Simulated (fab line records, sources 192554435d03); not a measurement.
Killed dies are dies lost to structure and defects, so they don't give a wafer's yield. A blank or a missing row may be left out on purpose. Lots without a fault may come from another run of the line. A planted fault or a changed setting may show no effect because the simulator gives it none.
fab line records | flow n5_finfet
record lots=9 wafers=27 last_day=17
route steps=1938 shown BEOL_M1@794 BEOL_M4@1111 PASSIVATION@1936
lots that met no fault: from a run of the same line without faults
start_h: hours from the record's first day to the start of the lot's first wafer shown | wait_h: hours since the lot's step before | " the same as in the row above | L1.1+2: a row that stands for several wafers | - no value, or no start given | * or withheld: withheld | < > ~ a bound
route shown NAME@n: a module of which the file shows steps, and the number in the route of the first | usual: mean/standard deviation of fault-free wafers | same: alike in all rows | chamber/n: place in a boat | sites: the reading at each site | _std_site: their standard deviation | _edge_site: outer sites' mean less inner sites' | radius_mm: how far each site lies from the wafer's centre | mask NAME#n: copy n | behind: the tool/chamber that last shaped the wafer | hold: why the lot was held/for how many hours/how that ended | device: the transistor (n, p or np) that didn't switch | end of line: the same wafers' tests at the end of the route | a step without rows: its recipe alone | killed: dies lost to structure and defects at the first sort, not the wafer's yield | map: a wafer's dies, x killed, . not, _ none there
set.NAME: the setting as run; set.NAME@STEP: as run at that earlier step | model.NAME: the simulator's own value behind a step, which no gauge read
steps of the route over a sample of lots; a table a step, a row a wafer
services: from which hour (start_h, from the record's first day; less than 0 if before it) a tool's chamber was out of use, for how many hours, and why
## steps
# step N5_BEOL_M1_ETCH_70
# recipe chemistry=N2/H2 target=SOC target_depth_a=800 overetch_a=160 mask_material=SiARC temp_c=40 time_s=120 ion_energy_ev=200 pressure_mtorr=30 source_w=840 bias_w=150 n2_flow_sccm=200 h2_flow_sccm=200
# usual drypump_motor_current_A=5.7/0.42 oes_product_au=0.60/0.056 rf_fwd_power_W=835.2/2.5 rf_vpp_V=524.2/2.1 showerhead_plenum_p_Torr=2.55/0.064 throttle_valve_pct=18.0/0.31
# same time_s=120
# columns lot.wafer tool chamber start_h wait_h drypump_motor_current_A oes_product_au rf_fwd_power_W rf_hours_counter_h rf_vpp_V showerhead_plenum_p_Torr throttle_valve_pct
L424.1 rie_diel-04 1 144.73 0.0 6.4 0.68 833.5 30 524.3 2.57 17.7
L424.3 " 3 " " 5.4 0.72 836.7 17 524.3 2.60 17.6
L424.4 " 0 " " 5.4 0.60 831.5 115 519.8 2.46 18.0
L425.1 rie_diel-05 1 155.46 0.0 5.8 0.66 839.5 34 521.7 2.48 17.5
L425.3 " 3 " " 5.8 0.58 636.8 162 577.3 2.65 18.3
L425.5 " 3 " " 5.9 0.58 636.4 - 575.5 2.65 18.3
L426.1 rie_diel-05 2 159.56 0.0 5.9 0.61 835.2 95 524.2 2.56 17.9
L426.4 " 1 " " 5.8 0.67 834.1 35 523.1 2.48 17.4
L426.6 " 3 " " 5.8 0.58 634.4 - 578.0 2.65 18.3
L429.2 rie_diel-02 0 180.63 0.0 6.1 0.52 834.3 252 524.9 2.59 18.0
L429.4 " 0 " " 6.1 0.52 829.4 - 526.6 2.59 18.0
L429.6 " 0 " " 6.1 0.52 832.8 - 526.4 2.59 18.0
L438.1 rie_diel-02 2 230.43 0.0 5.9 0.56 839.1 156 523.6 2.55 18.3
L438.2 " 0 " " 6.0 0.51 828.3 275 525.4 2.58 18.1
L438.5 " 2 " " 5.9 0.57 834.6 - 522.9 2.55 18.3
L440.1 rie_diel-05 1 237.01 0.0 5.8 0.64 835.2 57 522.6 2.47 17.5
L440.2 " 3 " " 5.8 0.56 833.5 189 527.7 2.64 18.3
L440.3 " 0 " " 5.0 0.60 833.0 145 523.1 2.55 18.3
L441.2 rie_diel-05 2 242.51 0.0 6.0 0.60 837.0 120 525.7 2.55 17.9
L441.4 " 0 " " 5.0 0.59 836.6 146 524.5 2.55 18.3
L441.5 " 2 " " 5.9 0.60 834.2 - 524.2 2.55 17.9
L442.1 rie_diel-05 1 249.88 0.0 5.8 0.64 840.1 61 522.8 2.47 17.5
L442.2 " 2 " " 5.9 0.59 833.5 122 526.3 2.55 17.9
L442.3 " 3 " " 5.8 0.56 839.3 192 526.9 2.64 18.3
L444.1 rie_diel-05 3 261.33 0.0 5.9 0.56 832.1 196 525.4 2.63 18.3
L444.3 " 1 " " 5.8 0.64 833.3 64 521.7 2.46 17.5
L444.6 " 0 " " 5.0 0.60 838.7 - 522.8 2.55 18.3
# step N5_BEOL_M1_TRENCH_ETCH_37
# recipe chemistry=C4F6/O2 target_depth_a=552.07 target=SiOC time_s=29 ion_energy_ev=250 pressure_mtorr=30 source_w=355 bias_w=185 Ar_flow_sccm=300 C4F6_flow_sccm=10 O2_flow_sccm=10
# usual C4F6_flow_sccm=10.002/0.028 drypump_motor_current_A=5.7/0.42 oes_product_au=0.79/0.078 rf_fwd_power_W=350.0/1.7 rf_vpp_V=663/13 showerhead_plenum_p_Torr=2.86/0.076 throttle_valve_pct=21.04/0.27
# same time_s=29
# columns lot.wafer tool chamber start_h wait_h C4F6_flow_sccm drypump_motor_current_A oes_product_au rf_fwd_power_W rf_hours_counter_h rf_vpp_V showerhead_plenum_p_Torr throttle_valve_pct
L424.1 rie_diel-04 1 - - 10.014 6.4 0.90 348.9 30 665 2.88 20.82
L424.3 " 3 " " 10.002 5.4 0.93 348.8 17 669 2.90 20.59
L424.4 " 0 " " 9.982 5.4 0.79 350.1 115 649 2.76 20.80
L425.1 rie_diel-05 1 - - 10.013 5.8 0.88 353.1 34 671 2.81 20.74
L425.3 " 3 " " 9.975 5.8 0.74 351.8 162 677 2.98 21.36
L425.5 " 3 " " 9.972 5.8 0.75 350.4 - 677 2.98 21.39
L426.1 rie_diel-05 2 - - 9.938 5.9 0.81 350.7 95 646 2.88 20.98
L426.4 " 1 " " 10.021 5.8 0.88 351.6 35 670 2.81 20.75
L426.6 " 3 " " 9.989 5.9 0.75 349.3 - 678 2.98 21.38
L429.2 rie_diel-02 0 - - 10.048 6.1 0.68 349.2 252 672 2.92 21.22
L429.4 " 0 " " 10.029 6.1 0.68 349.3 - 671 2.92 21.22
L429.6 " 0 " " 10.039 6.1 0.68 350.3 - 671 2.92 21.21
L438.1 rie_diel-02 2 - - 9.945 5.9 0.72 346.2 156 676 2.85 21.30
L438.2 " 0 " " 10.005 6.1 0.66 348.6 275 671 2.91 21.23
L438.5 " 2 " " 10.013 5.9 0.73 346.2 - 675 2.85 21.28
L440.1 rie_diel-05 1 - - 10.005 5.9 0.83 352.1 57 670 2.80 20.77
L440.2 " 3 " " 10.024 5.8 0.72 350.3 189 678 2.97 21.40
L440.3 " 0 " " 10.000 5.0 0.78 351.9 145 644 2.86 21.37
L441.2 rie_diel-05 2 - - 10.042 5.9 0.78 347.4 120 646 2.87 20.98
L441.4 " 0 " " 10.001 5.0 0.78 349.5 146 643 2.86 21.36
L441.5 " 2 " " 10.026 6.0 0.77 347.5 - 647 2.87 21.00
L442.1 rie_diel-05 1 - - 10.030 5.8 0.83 353.8 61 669 2.80 20.78
L442.2 " 2 " " 10.016 5.9 0.78 350.5 122 647 2.87 20.98
L442.3 " 3 " " 10.029 5.8 0.72 349.3 192 678 2.97 21.41
L444.1 rie_diel-05 3 - - 9.974 5.9 0.72 351.1 196 678 2.97 21.42
L444.3 " 1 " " 9.998 5.8 0.83 353.3 64 670 2.79 20.79
L444.6 " 0 " " 10.007 5.0 0.78 349.0 - 642 2.86 21.38
# step N5_BEOL_M1_ETCH_41
# recipe chemistry=CH3F/O2 target=SiCN target_depth_a=319 taper_deg=2 time_s=57.8 ion_energy_ev=120 mask_material=TiN pressure_mtorr=30 source_w=395 bias_w=75 Ar_flow_sccm=150 CH3F_flow_sccm=30 O2_flow_sccm=20
# usual drypump_motor_current_A=5.7/0.42 oes_product_au=0.79/0.078 rf_fwd_power_W=391.3/1.5 rf_vpp_V=297.5/1.2 showerhead_plenum_p_Torr=2.01/0.055 throttle_valve_pct=16.47/0.27
# same time_s=57.8
# columns lot.wafer tool chamber start_h wait_h drypump_motor_current_A oes_product_au rf_fwd_power_W rf_hours_counter_h rf_vpp_V showerhead_plenum_p_Torr throttle_valve_pct
L424.1 rie_diel-04 1 - - 6.4 0.89 393.5 30 298.3 2.03 16.27
L424.3 " 3 " " 5.4 0.91 389.5 17 298.4 2.04 16.03
L424.4 " 0 " " 5.4 0.79 390.6 115 296.3 1.93 16.25
L425.1 rie_diel-05 1 - - 5.8 0.88 394.3 34 297.7 1.97 16.12
L425.3 " 3 " " 5.8 0.75 391.4 162 298.1 2.10 16.76
L425.5 " 3 " " 5.8 0.74 391.5 - 299.4 2.10 16.77
L426.1 rie_diel-05 2 - - 5.9 0.80 392.5 95 297.7 2.03 16.38
L426.4 " 1 " " 5.8 0.86 393.6 35 296.9 1.97 16.11
L426.6 " 3 " " 5.9 0.75 391.5 - 298.0 2.10 16.75
L429.2 rie_diel-02 0 - - 6.0 0.67 390.5 252 299.4 2.06 16.70
L429.4 " 0 " " 6.1 0.68 390.1 - 298.4 2.06 16.70
L429.6 " 0 " " 6.1 0.68 390.6 - 298.4 2.06 16.69
L438.1 rie_diel-02 2 - - 6.0 0.73 390.0 156 297.7 2.00 16.71
L438.2 " 0 " " 6.1 0.66 389.8 275 298.7 2.05 16.74
L438.5 " 2 " " 5.9 0.73 388.3 - 297.8 2.00 16.69
L440.1 rie_diel-05 1 - - 5.9 0.84 393.8 57 296.6 1.96 16.15
L440.2 " 3 " " 5.8 0.72 393.7 189 299.0 2.09 16.79
L440.3 " 0 " " 4.9 0.78 391.6 145 295.9 2.01 16.75
L441.2 rie_diel-05 2 - - 5.9 0.78 391.4 120 297.9 2.02 16.42
L441.4 " 0 " " 5.0 0.77 390.9 146 298.3 2.01 16.76
L441.5 " 2 " " 5.9 0.78 390.1 - 298.0 2.02 16.42
L442.1 rie_diel-05 1 - - 5.9 0.83 392.4 61 297.0 1.96 16.16
L442.2 " 2 " " 5.9 0.78 391.3 122 296.4 2.02 16.42
L442.3 " 3 " " 5.8 0.72 392.9 192 297.8 2.09 16.80
L444.1 rie_diel-05 3 - - 5.8 0.72 392.3 196 298.0 2.08 16.80
L444.3 " 1 " " 5.8 0.83 394.6 64 297.2 1.96 16.18
L444.6 " 0 " " 5.0 0.77 390.8 - 298.0 2.01 16.77
# step N5_BEOL_M1_OCD_MEAS_38
# usual trench_depth_nm=55.0/1
# columns lot.wafer tool chamber start_h wait_h trench_depth_nm
L424.1 ocd-01 - 145.09 - 56.4
L424.3 " - " " 56.2
L424.4 " - " " 55.8
L425.1 ocd-01 - 155.82 - 55.7
L425.3 " - " " 54.0
L425.5 " - " " 54.2
L426.1 ocd-01 - 159.92 - 55.7
L426.4 " - " " 55.7
L426.6 " - " " 54.5
L429.2 ocd-02 - 181.15 - 55.2
L429.4 " - " " 55.3
L429.6 " - " " 54.9
L438.1 ocd-02 - 230.79 - 53.8
L438.2 " - " " 54.4
L438.5 " - " " 53.1
L440.1 ocd-01 - 237.37 - 54.9
L440.2 " - " " 53.7
L440.3 " - " " 54.9
L441.2 ocd-01 - 242.88 - 56.1
L441.4 " - " " 54.9
L441.5 " - " " 54.8
L442.1 ocd-02 - 250.24 - 55.3
L442.2 " - " " 55.2
L442.3 " - " " 53.6
L444.1 ocd-02 - 261.69 - 53.8
L444.3 " - " " 54.8
L444.6 " - " " 54.9
# step N5_BEOL_M4_RC_MEAS_101
# usual DIBL_N=37.2/1.8 DIBL_P=37.5/2.5 IOFF_N=0.17/0.038 IOFF_P=0.24/0.046 ION_N=681/13 ION_P=469/8.5 SS_N=71.7/0.6 SS_P=73.6/0.69 VT_N=249/3.4 VT_P=-248/3.6
# columns lot.wafer tool chamber start_h wait_h DIBL_N[mV/V] DIBL_P[mV/V] IOFF_N[nA/um] IOFF_P[nA/um] ION_N[uA/um] ION_P[uA/um] SS_N[mV/dec] SS_P[mV/dec] VT_N[mV] VT_P[mV]
L424.1 prober-01 0 183.60 0.0 39.9 42.1 0.24 0.28 695 472 71.9 73.5 246 -249
L424.3 " 0 " " 36.9 37.2 0.15 0.19 686 467 71.3 72.6 251 -255
L424.4 " 0 " " 38.6 39.4 0.19 0.21 673 454 71.7 73.9 249 -253
L425.1 prober-02 0 189.52 0.0 36.7 36.6 0.16 0.24 676 470 72.1 73.6 251 -246
L425.3 " 0 " " 37.9 37.4 0.17 0.26 683 478 71.4 73.4 247 -243
L425.5 " 0 " " 40.3 40.6 0.22 0.33 685 479 73.2 75.0 244 -242
L426.1 prober-01 0 205.61 0.0 40.1 41.0 0.24 0.39 707 491 72.4 75.2 242 -239
L426.4 " 0 " " 33.7 32.9 0.11 0.21 665 469 70.6 73.3 255 -247
L426.6 " 0 " " 38.3 39.5 0.22 0.36 692 489 72.0 73.8 244 -239
L429.2 prober-02 0 211.90 0.2 37.2 37.6 0.18 0.25 678 470 72.1 73.8 247 -246
L429.4 " 0 " " 35.4 34.7 0.14 0.20 667 464 71.1 73.0 252 -251
L429.6 " 0 " " 34.3 33.6 0.12 0.18 666 461 70.8 72.5 252 -249
L438.1 prober-01 0 269.45 0.0 34.8 36.4 0.14 0.19 661 455 71.1 73.7 252 -253
L438.2 " 0 " " 34.9 35.9 0.14 0.19 652 452 71.2 73.2 251 -251
L438.5 " 0 " " 36.9 38.6 0.18 0.25 671 465 71.7 73.7 250 -248
L440.1 prober-01 0 287.41 0.0 38.9 39.5 0.22 0.26 695 470 71.4 74.0 245 -247
L440.2 " 0 " " 35.8 36.2 0.16 0.19 689 469 71.1 73.5 249 -251
L440.3 " 0 " " 42.4 43.9 0.31 0.34 697 474 73.4 75.2 241 -245
L441.2 prober-01 0 291.34 0.2 36.4 38.0 0.17 0.22 691 475 71.8 73.3 250 -250
L441.4 " 0 " " 36.6 38.8 0.17 0.24 678 468 71.1 73.9 249 -247
L441.5 " 0 " " 33.9 35.6 0.13 0.19 674 468 70.4 72.5 254 -249
L442.1 prober-02 0 291.49 0.0 35.3 35.2 0.15 0.19 680 467 71.8 73.1 246 -249
L442.2 " 0 " " 37.5 38.9 0.19 0.25 699 480 72.2 73.8 246 -248
L442.3 " 0 " " 37.3 38.8 0.19 0.25 686 471 71.8 73.8 246 -247
L444.1 prober-02 0 298.39 0.0 36.8 36.5 0.16 0.23 674 467 72.0 72.8 250 -247
L444.3 " 0 " " 37.9 38.9 0.18 0.25 683 465 71.8 73.7 247 -248
L444.6 " 0 " " 37.2 37.1 0.15 0.23 671 462 72.8 73.4 253 -248
# step N5_PASSIVATION_PROBE_49
# usual defect_limited_yield=91.2/1.4 killed_at_M0_to_M3=32/10 killed_at_M4_up=14/6.2 killed_at_contacts=12/6.3 killed_at_front_end=42/13 killed_at_other=4/3.4 killed_dies=104/17 killed_open=67/12 killed_short=34/8.1 sort_bin_4_leakage=0.02/0.13 sort_bin_5_function=5.2/0.93 sort_bin_6_memory=3.2/0.65 sort_n_pass=1075/16 sort_yield_pct=91.1/1.4
# same gross_dies=1180 killed_at_back_side=0 sort_bin_8_speed[%]=0
# columns lot.wafer tool chamber start_h wait_h defect_limited_yield[%] killed_at_M0_to_M3 killed_at_M4_up killed_at_contacts killed_at_front_end killed_at_other killed_dies killed_open killed_short sort_bin_4_leakage[%] sort_bin_5_function[%] sort_bin_6_memory[%] sort_n_pass sort_yield_pct[%]
L424.1 prober-02 - 288.64 0.2 93.8 23 12 7 27 4 73 48 24 0.08 3.1 3.0 1106 93.7
L424.3 prober-02 - 288.74 0.3 91.5 27 11 6 55 1 100 58 42 0 6.0 2.1 1080 91.5
L424.4 prober-02 - 288.79 0.3 92.6 40 8 6 28 5 87 57 28 0 4.7 2.4 1093 92.6
L426.6 prober-01 - 309.41 0.3 91.9 27 17 9 38 5 96 66 30 0 4.8 3.1 1084 91.9
L441.2 prober-01 - 400.40 0.1 92.4 26 8 12 38 6 90 55 32 0 4.0 3.4 1090 92.4
L441.4 prober-01 - 400.50 0.2 92.2 21 9 8 53 1 92 44 36 0 4.2 2.9 1088 92.2
L441.5 prober-01 - 400.55 0.2 92.6 20 8 6 52 1 87 45 37 0 4.6 1.8 1093 92.6
L442.1 prober-02 - 400.41 0.0 88.8 51 14 1 56 10 132 92 38 0 6.5 4.1 1048 88.8
L442.2 prober-02 - 400.46 0.1 92.2 33 26 11 21 1 92 67 24 0 5.3 2.1 1088 92.2
L442.3 prober-02 - 400.51 0.1 91.3 36 25 8 34 0 103 78 25 0 5.0 3.6 1077 91.3
# killed by level:class
L424.1 STI_FIN_REVEAL:geometric_particle:open=7 MOL_CONTACT_COAG:geometric_particle:open=6 BEOL_M3:geometric_particle:open=6 BEOL_M0_SAQP:geometric_particle:short=5 BEOL_M2:geometric_particle:open=5 BEOL_M0_SAQP:geometric_particle:open=4 BEOL_M4:geometric_particle:open=4 FIN_SAQP:geometric_particle:short=3
L424.3 FIN_SAQP:geometric_particle:short=18 GATE_CUT:geometric_particle:short=9 FIN_SAQP:geometric_particle:open=7 MOL_CONTACT_COAG:geometric_particle:open=6 BEOL_M0_SAQP:geometric_particle:short=6 BEOL_M1:geometric_particle:open=6 ILD0:geometric_particle:open=5 BEOL_M0_SAQP:geometric_particle:open=5
L424.4 BEOL_M2:geometric_particle:open=17 BEOL_M0_SAQP:geometric_particle:short=6 BEOL_M1:geometric_particle:open=6 FIN_SAQP:geometric_particle:short=5 GATE_CUT:geometric_particle:short=5 MOL_CONTACT_COAG:geometric_particle:open=5 FIN_SAQP:geometric_particle:open=4 BEOL_M0_SAQP:geometric_particle:open=3
L426.6 FIN_SAQP:geometric_particle:open=8 FIN_SAQP:geometric_particle:short=8 DUMMY_GATE:geometric_particle:open=7 MOL_CONTACT_COAG:geometric_particle:open=6 BEOL_M1:geometric_particle:open=6 BEOL_M4:geometric_particle:open=6 BEOL_M0_SAQP:geometric_particle:open=5 BEOL_M2:geometric_particle:open=5
L441.2 BEOL_M3:geometric_particle:open=11 FIN_SAQP:geometric_particle:short=9 FIN_SAQP:geometric_particle:open=8 MOL_CONTACT_COAG:geometric_particle:open=7 DUMMY_GATE:geometric_particle:open=5 BEOL_M1:geometric_particle:open=5 BEOL_M4:geometric_particle:open=5 GATE_CUT:geometric_particle:short=4
L442.1 STI_FIN_REVEAL:geometric_particle:open=22 BEOL_M0_SAQP:geometric_particle:open=15 BEOL_M0_SAQP:geometric_particle:short=14 FIN_SAQP:geometric_particle:open=10 BEOL_M4:geometric_particle:open=10 STI_FIN_REVEAL:geometric_particle:short=7 BEOL_M3:geometric_particle:open=7 FIN_SAQP:geometric_particle:short=4
L442.2 BEOL_M4:geometric_particle:open=13 MOL_CONTACT_COAG:geometric_particle:open=9 BEOL_M0_SAQP:geometric_particle:short=6 BEOL_M1:geometric_particle:open=6 BEOL_M2:geometric_particle:open=6 FIN_SAQP:geometric_particle:open=5 BEOL_M0_SAQP:geometric_particle:open=5 BEOL_M5:geometric_particle:open=4
L441.4 FIN_SAQP:geometric_particle:open=10 FIN_SAQP:geometric_particle:short=8 GATE_CUT:geometric_particle:short=7 ILD0:geometric_particle:short=6 BEOL_M3:geometric_particle:open=6 HKMG_FIN:area_etch=6 STI_FIN_REVEAL:geometric_particle:open=5 MOL_CONTACT_COAG:geometric_particle:open=5
L442.3 BEOL_M4:geometric_particle:open=16 STI_FIN_REVEAL:geometric_particle:open=11 FIN_SAQP:geometric_particle:open=8 MOL_CONTACT_COAG:geometric_particle:open=8 FIN_SAQP:geometric_particle:short=7 BEOL_M2:geometric_particle:open=6 BEOL_M0_SAQP:geometric_particle:open=6 BEOL_M3:geometric_particle:open=6
L441.5 FIN_SAQP:geometric_particle:short=13 FIN_SAQP:geometric_particle:open=10 DUMMY_GATE:geometric_particle:open=7 MOL_CONTACT_COAG:geometric_particle:open=5 FIN_CUT:geometric_particle:short=4 BEOL_M3:geometric_particle:open=4 BEOL_M0_SAQP:geometric_particle:short=4 BEOL_M2:geometric_particle:open=4
## services
# columns tool chamber start_h hours kind
rie_diel-04 2 157.48 - clean
rie_diel-04 2 157.48 - consumable_replace:focus_ring
rie_diel-04 2 157.48 18.5 scheduled_down
rie_diel-04 2 157.48 18.5 vent_cycle
rie_diel-05 1 190.32 5.2 repair
rie_diel-05 2 233.75 3.4 repair
rie_diel-02 1 255.03 - clean
rie_diel-02 1 255.03 - consumable_replace:focus_ring
rie_diel-02 1 255.03 - consumable_replace:showerhead
rie_diel-02 1 255.03 15.8 scheduled_down
rie_diel-02 1 255.03 15.8 vent_cycle
rie_diel-02 - 256.05 0.7 repair
rie_diel-02 0 260.26 18.6 repair
## key
first_sign step=N5_BEOL_M1_ETCH_70 reading=rf_fwd_power_W direction=down sigmas=79 usual=* struck=*
effect step=N5_BEOL_M1_ETCH_70 reading=rf_vpp_V direction=up sigmas=25 usual=524.2 struck=576.9
met_at N5_BEOL_M1_ETCH_70
struck_lots L425,L426
struck_wafers L425.3,L425.5,L426.6
not_acting_at N5_BEOL_M1_TRENCH_ETCH_37,N5_BEOL_M1_ETCH_41,N5_BEOL_M1_OCD_MEAS_38
fault kind=process_parameter_drift tool=rie_diel-05 chamber=3 onset_h=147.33 steps=N5_BEOL_M1_ETCH_70 channel=source_w offset=-201.6 shape=step end_h=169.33 acts_in=these_recipes_only stated=840
